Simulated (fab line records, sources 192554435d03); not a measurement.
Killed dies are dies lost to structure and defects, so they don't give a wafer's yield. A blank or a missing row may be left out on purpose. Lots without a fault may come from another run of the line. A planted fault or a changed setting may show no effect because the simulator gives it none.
fab line records | flow n5_finfet
record lots=7 wafers=21
route steps=1938 shown BEOL_M1@770 BEOL_M2@860 BEOL_M3@998 BEOL_M5@1140
start_h: hours from the record's first day to the start of the lot's first wafer shown | wait_h: hours since the lot's step before | " the same as in the row above | L1.1+2: a row that stands for several wafers | - no value, or no start given | * or withheld: withheld | < > ~ a bound
route shown NAME@n: a module of which the file shows steps, and the number in the route of the first | usual: mean/standard deviation of fault-free wafers | same: alike in all rows | chamber/n: place in a boat | sites: the reading at each site | _std_site: their standard deviation | _edge_site: outer sites' mean less inner sites' | radius_mm: how far each site lies from the wafer's centre | mask NAME#n: copy n | behind: the tool/chamber that last shaped the wafer | hold: why the lot was held/for how many hours/how that ended | device: the transistor (n, p or np) that didn't switch | end of line: the same wafers' tests at the end of the route | a step without rows: its recipe alone | killed: dies lost to structure and defects at the first sort, not the wafer's yield | map: a wafer's dies, x killed, . not, _ none there
set.NAME: the setting as run; set.NAME@STEP: as run at that earlier step | model.NAME: the simulator's own value behind a step, which no gauge read
lots whose settings were changed on purpose; a table a step, a row a wafer
## steps
# step N5_BEOL_M1_ETCH_64
# recipe chemistry=N2/H2 target=SOC target_depth_a=750 overetch_a=150 mask_material=SiARC temp_c=40 time_s=112.5 ion_energy_ev=200 pressure_mtorr=30 source_w=840 bias_w=150 n2_flow_sccm=200 h2_flow_sccm=200
# usual rf_vpp_V=524.0/2.6
# columns lot.wafer tool chamber start_h wait_h set.source_w set.dose_mj@BEOL_M1_EXPOSE_08 rf_vpp_V model.BEOL_M1.cd_offset_nm
L077.3 rie_diel-06 0 148.03 0.0 840 34.61 526.1 1.4
L077.4 " 3 " " 963.5 33 500.2 0.4
L077.6 " 3 " " 963.5 34.61 500.2 1.2
L074.1 rie_diel-06 3 153.33 0.0 840 31.06 521.5 -1.2
L074.3 " 1 " " 840 31.06 519.0 -1.2
L074.5 " 3 " " 840 33 522.9 0
L081.4 rie_diel-06 0 164.38 0.0 715.1 33 553.3 0.2
L081.5 " 0 " " 840 33 525.9 0.2
L081.6 " 3 " " 715.1 33 550.9 -0.4
L083.2 rie_diel-02 2 176.93 0.0 840 33 525.6 0
L083.3 " 3 " " 887.9 33 515.3 -0.2
L083.6 " 1 " " 840 35.34 523.1 1.2
L087.1 rie_diel-06 2 207.95 0.0 840 33 526.4 -0.2
L087.3 " 3 " " 691 32.24 557.3 -0.8
L087.4 " 1 " " 691 32.24 563.1 -0.6
L093.2 rie_diel-04 2 242.24 0.0 840 33 526.6 -0.2
L093.4 " 1 " " 840 33 521.4 -0.2
L093.6 " 3 " " 840 33 523.5 0
L096.3 rie_diel-04 0 263.28 0.0 840 33 528.2 0.4
L096.4 " 3 " " 840 33 523.9 0.2
L096.6 " 2 " " 840 33 526.2 0
# step N5_BEOL_M1_STRIP_65
# recipe chemistry=N2/H2 temp_c=40 n2_flow_sccm=200 h2_flow_sccm=200 rf_frequency_hz=6e+07
# step N5_BEOL_M1_STRIP_75
# recipe chemistry=N2/H2 temp_c=40 n2_flow_sccm=200 h2_flow_sccm=200 rf_frequency_hz=6e+07
# step N5_BEOL_M1_HM_OPEN_17
# recipe chemistry=Cl2/BCl3 target_depth_a=200 overetch_a=60 target=TiN mask_material=SOC ion_energy_ev=150 pressure_mtorr=10 icp_w=1000 bias_w=126 Cl2_flow_sccm=53.25 bcl3_flow_sccm=21.75 Ar_flow_sccm=25
# step N5_BEOL_M1_STRIP_19
# recipe chemistry=O2 power_w=400 temp_c=40 pressure_mtorr=30 rf_frequency_hz=6e+07 bias_power_w=0 overash_fraction=0.2 o2_flow_sccm=225
# step N5_BEOL_M1_CD_MEAS_18
# recipe pitch_nm=36 target_cd_nm=18
# usual cd_nm=18.1/0.32
# columns lot.wafer tool chamber start_h wait_h set.dose_mj@BEOL_M1_EXPOSE_08 cd_nm
L077.3 cd_sem-02 - 148.51 0.1 34.61 19.3
L077.4 " - " " 33 18.4
L077.6 " - " " 34.61 18.7
L074.1 cd_sem-02 - 153.77 0.0 31.06 16.9
L074.3 " - " " 31.06 16.8
L074.5 " - " " 33 18.1
L081.4 cd_sem-01 - 164.83 0.1 33 18.4
L081.5 " - " " 33 18.6
L081.6 " - " " 33 18.1
L083.2 cd_sem-03 - 177.28 0.1 33 17.6
L083.3 " - " " 33 18.2
L083.6 " - " " 35.34 19.3
L087.1 cd_sem-01 - 208.30 0.0 33 17.6
L087.3 " - " " 32.24 17.0
L087.4 " - " " 32.24 17.7
L093.2 cd_sem-02 - 242.69 0.1 33 18.2
L093.4 " - " " 33 17.7
L093.6 " - " " 33 18.1
L096.3 cd_sem-03 - 263.69 0.1 33 18.2
L096.4 " - " " 33 18.2
L096.6 " - " " 33 18.3
# step N5_BEOL_M1_COAT_67
# recipe resist=SOC temp_c=250 time_s=60 spin_rpm=1500 resist_thk_nm=60
# step N5_BEOL_M1_COAT_68
# recipe resist=SiARC temp_c=220 time_s=60 spin_rpm=1500 resist_thk_nm=12
# step N5_BEOL_M1_PRECLEAN_42
# recipe chemistry=residue_remover time_s=60 temp_c=40
# step N5_BEOL_M1_SRD_43
# recipe time_s=30 temp_c=23 rinse_liquid=diw dry=ipa_marangoni
# step N5_BEOL_M1_CD_MEAS_35
# recipe target_cd_nm=18 target_cd_y_nm=21 polarity=opening
# usual cd_nm=18.1/0.37
# columns lot.wafer tool chamber start_h wait_h set.dose_mj@BEOL_M1_EXPOSE_08 cd_nm
L077.3 cd_sem-03 - 150.60 0.0 34.61 19.7
L077.4 " - " " 33 18.3
L077.6 " - " " 34.61 18.9
L074.1 cd_sem-02 - 168.91 0.0 31.06 17.0
L074.3 " - " " 31.06 17.2
L074.5 " - " " 33 17.8
L081.4 cd_sem-03 - 173.06 0.0 33 17.9
L081.5 " - " " 33 18.2
L081.6 " - " " 33 17.9
L083.2 cd_sem-02 - 182.00 0.0 33 18.1
L083.3 " - " " 33 18.1
L083.6 " - " " 35.34 19.2
L087.1 cd_sem-01 - 215.44 0.0 33 18.3
L087.3 " - " " 32.24 17.3
L087.4 " - " " 32.24 17.7
L093.2 cd_sem-01 - 260.29 0.0 33 17.7
L093.4 " - " " 33 17.8
L093.6 " - " " 33 18.2
L096.3 cd_sem-03 - 267.02 0.0 33 18.3
L096.4 " - " " 33 18.0
L096.6 " - " " 33 18.1
# step N5_BEOL_M2_ETCH_64
# recipe chemistry=N2/H2 target=SOC target_depth_a=750 overetch_a=225 mask_material=SiARC temp_c=40 time_s=121.9 ion_energy_ev=200 pressure_mtorr=30 source_w=840 bias_w=150 n2_flow_sccm=200 h2_flow_sccm=200
# usual rf_vpp_V=525.0/2.3
# columns lot.wafer tool chamber start_h wait_h set.source_w rf_vpp_V
L077.3 rie_diel-03 3 158.88 0.0 739.6 543.0
L077.4 " 1 " " 840 523.9
L077.6 " 2 " " 840 525.9
L074.1 rie_diel-01 1 176.96 0.0 698.4 557.6
L074.3 " 2 " " 840 526.3
L074.5 " 1 " " 698.4 557.2
L081.4 rie_diel-03 3 181.85 0.0 749.5 539.4
L081.5 " 1 " " 749.5 543.6
L081.6 " 2 " " 840 523.5
L083.2 rie_diel-03 1 188.11 0.0 840 523.8
L083.3 " 0 " " 793.5 537.0
L083.6 " 1 " " 840 523.4
L087.1 rie_diel-01 3 221.08 0.0 840 525.8
L087.3 " 2 " " 757.1 545.2
L087.4 " 0 " " 840 523.5
L093.2 rie_diel-05 2 266.87 0.0 840 527.9
L093.4 " 1 " " 840 521.5
L093.6 " 2 " " 840 528.1
L096.3 rie_diel-03 2 272.78 0.0 840 523.5
L096.4 " 1 " " 840 524.5
L096.6 " 2 " " 840 523.7
# step N5_BEOL_M2_COAT_22
# recipe resist=CAR-EUV spin_rpm=1500 resist_thk_nm=30
# columns lot.wafer tool chamber start_h wait_h set.spin_rpm model.CAR-EUV_of_BEOL_M2_COAT_22.thk_nm
L077.3 litho_track-05 0 - - 1500 30
L077.4+6 " 0 " " 1639 28.6
L074.1 litho_track-04 0 - - 1500 30
L074.3+5 " 0 " " 1447 30.4
L081.4+5+6 litho_track-04 0 - - 1500 30
L083.2 litho_track-05 0 - - 1500 30.2
L083.3+6 " 0 " " 1544 29.6
L087.1+3 litho_track-05 0 - - 1500 30.2
L087.4 " 0 " " 1660 28.6
L093.2 litho_track-05 0 - - 1500 30
L093.4+6 " 0 " " 1500 29.8
L096.3+4 litho_track-05 0 - - 1358 31.4
L096.6 " 0 " " 1500 30
# step N5_BEOL_M2_TRENCH_ETCH_37
# recipe chemistry=C4F6/O2 target_depth_a=555.55 target=SiOC time_s=29.2 ion_energy_ev=250 pressure_mtorr=30 source_w=355 bias_w=185 Ar_flow_sccm=300 C4F6_flow_sccm=10 O2_flow_sccm=10
# columns lot.wafer tool chamber start_h wait_h set.time_s model.BEOL_M2.feature_depth_nm model.etch.depth_nm
L077.3 rie_diel-01 3 - - 29.2 55.4 55.47
L077.4 " 1 " " 29.2 55.8 55.82
L077.6 " 1 " " 31.33 60.4 60.44
L074.1 rie_diel-01 3 - - 29.2 55.2 55.22
L074.3 " 2 " " 27.07 51.4 51.37
L074.5 " 1 " " 27.07 52.2 52.11
L081.4 rie_diel-03 0 - - 29.2 55.8 55.87
L081.5 " 2 " " 29.2 54.6 54.52
L081.6 " 1 " " 29.2 54.8 54.72
L083.2 rie_diel-05 1 - - 29.2 56 56.04
L083.3 " 0 " " 29.2 54.6 54.59
L083.6 " 0 " " 33.49 62.6 62.55
L087.1 rie_diel-01 1 - - 29.2 56.4 56.36
L087.3 " 3 " " 23.78 45 44.96
L087.4 " 3 " " 23.78 45 45.04
L093.2 rie_diel-03 3 - - 29.2 56.6 56.56
L093.4 " 0 " " 29.2 55.4 55.31
L093.6 " 3 " " 29.2 56.2 56.19
L096.3 rie_diel-05 3 - - 22.93 43.2 43.25
L096.4 " 2 " " 29.2 58.2 58.19
L096.6 " 2 " " 29.2 57.8 57.84
# step N5_BEOL_M2_ETCH_41
# recipe chemistry=CH3F/O2 target=SiCN target_depth_a=299 taper_deg=2 time_s=52.5 ion_energy_ev=120 mask_material=TiN pressure_mtorr=30 source_w=395 bias_w=75 Ar_flow_sccm=150 CH3F_flow_sccm=30 O2_flow_sccm=20
# step N5_BEOL_M2_STRIP_97
# recipe chemistry=N2/H2 time_s=10 power_w=450 temp_c=40 pressure_mtorr=20 rf_frequency_hz=6e+07 bias_power_w=7 n2_flow_sccm=200 h2_flow_sccm=200
# step N5_BEOL_M2_OCD_MEAS_38
# usual trench_depth_nm=55.5/1.1
# columns lot.wafer tool chamber start_h wait_h set.time_s@BEOL_M2_TRENCH_ETCH_37 trench_depth_nm
L077.3 ocd-02 - 163.91 - 29.2 55.8
L077.4 " - " " 29.2 55.9
L077.6 " - " " 31.33 60.2
L074.1 ocd-01 - 180.90 - 29.2 55.6
L074.3 " - " " 27.07 51.3
L074.5 " - " " 27.07 52.3
L081.4 ocd-01 - 186.94 - 29.2 56.1
L081.5 " - " " 29.2 54.5
L081.6 " - " " 29.2 54.9
L083.2 ocd-02 - 192.54 - 29.2 55.6
L083.3 " - " " 29.2 54.9
L083.6 " - " " 33.49 62.3
L087.1 ocd-01 - 231.55 - 29.2 56.8
L087.3 " - " " 23.78 44.8
L087.4 " - " " 23.78 45.1
L093.2 ocd-02 - 271.34 - 29.2 56.7
L093.4 " - " " 29.2 55.3
L093.6 " - " " 29.2 56.2
L096.3 ocd-01 - 282.07 - 22.93 43.4
L096.4 " - " " 29.2 58.2
L096.6 " - " " 29.2 57.5
# step N5_BEOL_M2_SURFACE_TREAT_85
# recipe gas=Ar time_s=* ion_energy_ev=* ion_current_ma_cm2=0.5 pressure_mtorr=* ar_flow_sccm=30
# columns lot.wafer tool chamber start_h wait_h set.time_s
L077.3+4+6 pvd_sputter-02 - 164.95 0.2 *
L074.1+3 pvd_sputter-03 - 181.67 0.1 *
L074.5 " - " " *
L081.4 pvd_sputter-03 - 187.89 0.2 *
L081.5+6 " - " " *
L083.2+3+6 pvd_sputter-02 - 193.55 0.3 *
L087.1+3 pvd_sputter-01 - 232.37 0.2 *
L087.4 " - " " *
L093.2+4+6 pvd_sputter-01 - 272.01 0.2 *
L096.3 pvd_sputter-03 - 282.84 0.1 *
L096.4+6 " - " " *
# step N5_BEOL_M2_CVD_47
# recipe material=Co target_thk_a=30 temp_c=withheld precursor=CCTBA/H2 pressure_torr=30 time_s=223.8
# step N5_BEOL_M2_SPUTTER_48
# recipe material=Cu target_thk_a=45 temp_c=-20 chamber_pressure_pa=0.07 power_w=withheld time_s=8.29
# step N5_BEOL_M2_ECD_50
# recipe material=Cu target_thk_a=3000
# step N5_BEOL_M2_ANNEAL_51
# recipe temp_c=225 time_s=90 ambient=N2
# step N5_BEOL_M2_CMP_52
# recipe stop_on=SiOC t_overpolish_s=6.8 down_force_psi=1 platen_rpm=50 clearing_platen_down_force_psi=1.5 clearing_platen_rpm=50 post_cmp_clean=cu_alkaline target_thk_nm=40 clearing_platen_pad_velocity_m_s=0.99484 pad_velocity_m_s=0.99484
# columns lot.wafer tool chamber start_h wait_h set.time_s@BEOL_M2_TRENCH_ETCH_37 model.Cu_of_BEOL_M2_ECD_50.thk_nm
L077.4 cmp-02 0 167.79 0.2 29.2 41
L077.3 " 1 " " 29.2 39.8
L077.6 " 2 " " 31.33 43.2
L074.1 cmp-02 1 184.25 0.3 29.2 38.2
L074.3 " 2 " " 27.07 34.2
L074.5 " 3 " " 27.07 38
L081.4 cmp-02 2 191.58 0.2 29.2 38.2
L081.6 " 0 " " 29.2 38.6
L081.5 " 1 " " 29.2 36.6
L083.2 cmp-03 0 196.32 0.2 29.2 40.6
L083.3 " 1 " " 29.2 40.4
L083.6 " 1 " " 33.49 47.8
L087.3 cmp-04 0 259.90 0.2 23.78 29.2
L087.1 " 1 " " 29.2 40.8
L087.4 " 2 " " 23.78 28.6
L093.4 cmp-02 3 274.66 0.1 29.2 40.4
L093.2 " 1 " " 29.2 38.4
L093.6 " 3 " " 29.2 39.8
L096.3 cmp-04 2 285.64 0.2 22.93 26.4
L096.4 " 3 " " 29.2 42.2
L096.6 " 2 " " 29.2 42.8
# step N5_BEOL_M2_THK_MEAS_53
# recipe thk_meas_gauge=xrf reads=Cu_of_BEOL_M2_ECD_50
# usual M2_THK=39.2/1.9
# columns lot.wafer tool chamber start_h wait_h set.time_s@BEOL_M2_TRENCH_ETCH_37 M2_THK[nm]
L077.3 film_metro-01 - 168.01 - 29.2 39.8
L077.4 " - " " 29.2 41.0
L077.6 " - " " 31.33 42.9
L074.1 film_metro-01 - 184.47 - 29.2 38.2
L074.3 " - " " 27.07 34.5
L074.5 " - " " 27.07 38.2
L081.4 film_metro-02 - 191.80 - 29.2 38.1
L081.5 " - " " 29.2 36.5
L081.6 " - " " 29.2 38.5
L083.2 film_metro-01 - 196.61 - 29.2 40.1
L083.3 " - " " 29.2 40.1
L083.6 " - " " 33.49 47.2
L087.1 film_metro-01 - 260.20 - 29.2 40.5
L087.3 " - " " 23.78 29.0
L087.4 " - " " 23.78 28.2
L093.2 film_metro-01 - 274.95 - 29.2 38.0
L093.4 " - " " 29.2 39.6
L093.6 " - " " 29.2 39.1
L096.3 film_metro-02 - 285.90 - 22.93 26.4
L096.4 " - " " 29.2 42.1
L096.6 " - " " 29.2 42.8
# step N5_BEOL_M2_PRE_CLEAN_60
# recipe gas=NH3/H2 time_s=15 temp_c=* rf_power_w=300
# step N5_BEOL_M2_CO_CAP_55
# recipe material=Co target_thk_a=20 temp_c=200 precursor=CCTBA/H2 pressure_torr=30 time_s=102.1
# step N5_BEOL_M2_PRE_CLEAN_56
# recipe gas=NH3 time_s=15 temp_c=withheld rf_power_w=300
# step N5_BEOL_M2_DEP_57
# recipe material=SiCN target_thk_a=80 temp_c=withheld precursor=3MS/NH3 pressure_torr=3 rf_w=202 time_s=14
# step N5_BEOL_M2_RS_MEAS_58
# recipe thk_meas_gauge=four-point-probe reads=Co_of_BEOL_M2_CO_CAP_55+Cu_of_BEOL_M2_ECD_50+Co_of_BEOL_M2_CVD_47+TaN_of_BEOL_M2_ALD_84
# usual M2_RS=0.69/0.042
# columns lot.wafer tool chamber start_h wait_h set.time_s@BEOL_M2_TRENCH_ETCH_37 M2_RS[ohm/sq]
L077.3 film_metro-01 - 168.27 0.1 29.2 0.67
L077.4 " - " " 29.2 0.65
L077.6 " - " " 31.33 0.61
L074.1 film_metro-01 - 184.76 0.0 29.2 0.71
L074.3 " - " " 27.07 0.82
L074.5 " - " " 27.07 0.71
L081.4 film_metro-02 - 192.06 0.0 29.2 0.71
L081.5 " - " " 29.2 0.75
L081.6 " - " " 29.2 0.70
L083.2 film_metro-01 - 196.93 0.1 29.2 0.65
L083.3 " - " " 29.2 0.66
L083.6 " - " " 33.49 0.53
L087.1 film_metro-02 - 260.46 0.0 29.2 0.65
L087.3 " - " " 23.78 1.01
L087.4 " - " " 23.78 1.04
L093.2 film_metro-01 - 275.24 0.1 29.2 0.70
L093.4 " - " " 29.2 0.66
L093.6 " - " " 29.2 0.67
L096.3 film_metro-02 - 286.16 0.1 22.93 1.16
L096.4 " - " " 29.2 0.62
L096.6 " - " " 29.2 0.61
# step N5_BEOL_M3_SPUTTER_81
# recipe material=Cu target_thk_a=45 temp_c=-20 chamber_pressure_pa=0.07 power_w=withheld time_s=8.29
# columns lot.wafer tool chamber start_h wait_h set.time_s model.Cu_of_BEOL_M3_SPUTTER_81.thk_nm
L077.3+4+6 pvd_sputter-01 - 177.52 0.1 7.262 -
L074.1 pvd_sputter-01 - 191.61 0.1 7.381 -
L074.3+5 " - " " 8.29 4.4
L081.4+6 pvd_sputter-02 - 205.17 0.1 8.29 4.4
L081.5 " - " " 7.434 4
L083.2 pvd_sputter-01 - 215.40 0.1 7.171 -
L083.3 " - " " 8.29 4.4
L083.6 " - " " 7.171 3.8
L087.1 pvd_sputter-02 - 268.83 0.1 8.29 4.6
L087.3 " - " " 7.721 -
L087.4 " - " " 8.29 4.8
L093.2+4+6 pvd_sputter-03 - 288.87 0.1 8.29 4.4
L096.3+6 pvd_sputter-03 - 308.24 0.1 8.772 -
L096.4 " - " " 8.29 4.4
# step N5_BEOL_M5_COAT_66
# recipe resist=SiARC temp_c=220 time_s=60 spin_rpm=1500 resist_thk_nm=12
# columns lot.wafer tool chamber start_h wait_h set.spin_rpm model.SiARC_of_BEOL_M5_COAT_66.thk_nm
L077.3+4+6 litho_track-02 0 - - 1500 12
L074.1+3+5 litho_track-04 0 - - 1500 12
L081.4+5 litho_track-04 0 - - 1500 12
L081.6 " 0 " " 1433 12.2
L083.2+3 litho_track-03 0 - - 1500 12
L083.6 " 0 " " 1669 11.4
L087.1+3+4 litho_track-02 0 - - 1638 11.4
L093.2+4+6 litho_track-04 0 - - 1500 12
L096.3+4+6 litho_track-04 0 - - 1500 12
## key
split step=N5_BEOL_M1_ETCH_64 setting=source_w stated=840 by=wafer
response step=N5_BEOL_M1_ETCH_64 reading=rf_vpp_V change=-1.81 per=1% r=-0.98
split step=N5_BEOL_M2_ETCH_64 setting=source_w stated=840 by=wafer
response step=N5_BEOL_M2_ETCH_64 reading=rf_vpp_V change=-1.81 per=1% r=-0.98
split step=N5_BEOL_M2_COAT_22 setting=spin_rpm stated=1500 by=wafer
response step=N5_BEOL_M2_COAT_22 reading=model.CAR-EUV_of_BEOL_M2_COAT_22.thk_nm change=-0.15 per=1% r=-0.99
split step=N5_BEOL_M2_TRENCH_ETCH_37 setting=time_s stated=29.2 by=wafer
response step=N5_BEOL_M2_TRENCH_ETCH_37 reading=model.BEOL_M2.feature_depth_nm change=+0.617 per=1% r=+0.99
response step=N5_BEOL_M2_TRENCH_ETCH_37 reading=model.etch.depth_nm change=+0.616 per=1% r=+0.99
response step=N5_BEOL_M2_OCD_MEAS_38 reading=trench_depth_nm change=+0.615 per=1% r=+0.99
response step=N5_BEOL_M2_CMP_52 reading=model.Cu_of_BEOL_M2_ECD_50.thk_nm change=+0.629 per=1% r=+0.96
response step=N5_BEOL_M2_THK_MEAS_53 reading=M2_THK change=+0.623 per=1% r=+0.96
response step=N5_BEOL_M2_RS_MEAS_58 reading=M2_RS change=-0.0187 per=1% r=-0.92
split step=N5_BEOL_M2_SURFACE_TREAT_85 setting=time_s stated=* by=wafer
response none clear
split step=N5_BEOL_M3_SPUTTER_81 setting=time_s stated=8.29 by=wafer
response step=N5_BEOL_M3_SPUTTER_81 reading=model.Cu_of_BEOL_M3_SPUTTER_81.thk_nm change=+0.0419 per=1% r=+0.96
split step=N5_BEOL_M5_COAT_66 setting=spin_rpm stated=1500 by=wafer
response step=N5_BEOL_M5_COAT_66 reading=model.SiARC_of_BEOL_M5_COAT_66.thk_nm change=-0.0521 per=1% r=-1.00
split outside_this_file step=N5_BEOL_M1_EXPOSE_08 setting=dose_mj
# split outside_this_file: this setting was split too, and the file shows its column; the key of that split is in another file
